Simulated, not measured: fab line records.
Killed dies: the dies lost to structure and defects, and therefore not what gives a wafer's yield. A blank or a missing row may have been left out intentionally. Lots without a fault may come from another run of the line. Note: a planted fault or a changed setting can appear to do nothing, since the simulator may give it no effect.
Chamber matching :: flow n5_finfet :: rie_si-01 running N5_DUMMY_GATE_ETCH_23: 4 sister chambers
The step etches poly-Si in HBr/Cl2/O2, target depth 41 nm, time 22.3 s. 20 wafers are shown with their chamber, then 10 later ones without.

EACH WAFER AND ITS CHAMBER
wafer: L075.3
chamber: 1
oes_product_au (a.u.): 0.981
bias_w (W): 101.58

wafer: L075.5
chamber: 0
oes_product_au (a.u.): 0.996
bias_w (W): 101.73

wafer: L075.6
chamber: 3
oes_product_au (a.u.): 0.974
bias_w (W): 101.82

wafer: L076.2
chamber: 0
oes_product_au (a.u.): 1.017
bias_w (W): 101.91

wafer: L076.5
chamber: 0
oes_product_au (a.u.): 1.006
bias_w (W): 102.36

wafer: L076.6
chamber: 3
oes_product_au (a.u.): 0.988
bias_w (W): 101.95

wafer: L077.2
chamber: 1
oes_product_au (a.u.): 0.993
bias_w (W): 102.04

wafer: L077.5
chamber: 2
oes_product_au (a.u.): 1.006
bias_w (W): 101.86

wafer: L077.6
chamber: 3
oes_product_au (a.u.): 0.978
bias_w (W): 102.08

wafer: L080.1
chamber: 0
oes_product_au (a.u.): 1.012
bias_w (W): 102.25

wafer: L080.4
chamber: 1
oes_product_au (a.u.): 0.991
bias_w (W): 101.59

wafer: L080.5
chamber: 3
oes_product_au (a.u.): 0.986
bias_w (W): 101.26

wafer: L085.2
chamber: 1
oes_product_au (a.u.): 0.991
bias_w (W): 101.80

wafer: L085.3
chamber: 3
oes_product_au (a.u.): 0.970
bias_w (W): 102.51

wafer: L085.6
chamber: 3
oes_product_au (a.u.): 0.977
bias_w (W): 101.80

wafer: L087.2
chamber: 1
oes_product_au (a.u.): 0.978
bias_w (W): 102.17

wafer: L087.3
chamber: 0
oes_product_au (a.u.): 1.011
bias_w (W): 102.38

wafer: L087.6
chamber: 3
oes_product_au (a.u.): 0.974
bias_w (W): 101.72

wafer: L088.1
chamber: 1
oes_product_au (a.u.): 0.995
bias_w (W): 101.70

wafer: L088.2
chamber: 2
oes_product_au (a.u.): 1.004
bias_w (W): 101.44

SIGNATURES (averages over the wafers above)
reading: oes_product_au
chamber 0: 1.00840
chamber 1: 0.98817
chamber 2: 1.00500
chamber 3: 0.97814
scatter within a chamber: 0.00688

reading: bias_w
chamber 0: 102.1260
chamber 1: 101.8133
chamber 2: 101.6500
chamber 3: 101.8771
scatter within a chamber: 0.315
Rule: a wafer lies at a distance from a chamber equal to the root of the sum of squares, over the readings, of (its reading less the chamber's mean, divided by the reading's scatter). The wafer belongs to the nearest chamber; if the next one is less than 2 further off, it can't be placed. The scatter: the root of (the sum of the squares of (reading less its chamber's mean) over the shown wafers, divided by (wafers less chambers)).

WAFERS MISSING THEIR CHAMBER
wafer: L088.4
oes_product_au (a.u.): 0.983
bias_w (W): 101.55

wafer: L089.1
oes_product_au (a.u.): 0.995
bias_w (W): 101.84

wafer: L089.4
oes_product_au (a.u.): 1.010
bias_w (W): 102.12

wafer: L089.6
oes_product_au (a.u.): 0.981
bias_w (W): 101.94

wafer: L096.2
oes_product_au (a.u.): 0.979
bias_w (W): 101.89

wafer: L096.3
oes_product_au (a.u.): 1.008
bias_w (W): 101.90

wafer: L096.4
oes_product_au (a.u.): 0.993
bias_w (W): 102.26

wafer: L097.2
oes_product_au (a.u.): 0.991
bias_w (W): 101.83

wafer: L097.3
oes_product_au (a.u.): 0.975
bias_w (W): 102.39

wafer: L097.6
oes_product_au (a.u.): 0.979
bias_w (W): 101.43

CHAMBER TAKEN BY EACH
wafer: L088.4
from the rows above: can't be placed: 1 or 3
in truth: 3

wafer: L089.1
from the rows above: can't be placed: 1 or 2 or 0 or 3
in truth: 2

wafer: L089.4
from the rows above: can't be placed: 0 or 2
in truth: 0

wafer: L089.6
from the rows above: can't be placed: 3 or 1
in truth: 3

wafer: L096.2
from the rows above: can't be placed: 3 or 1
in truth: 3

wafer: L096.3
from the rows above: can't be placed: 0 or 2
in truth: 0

wafer: L096.4
from the rows above: can't be placed: 1 or 0 or 3 or 2
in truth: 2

wafer: L097.2
from the rows above: can't be placed: 1 or 3 or 2
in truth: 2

wafer: L097.3
from the rows above: can't be placed: 3 or 1
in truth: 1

wafer: L097.6
from the rows above: can't be placed: 3 or 1
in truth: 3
0 of 10 placed correctly. These rows do not allow placing 10 (true chamber among the candidates in 10). 0 placed wrongly.
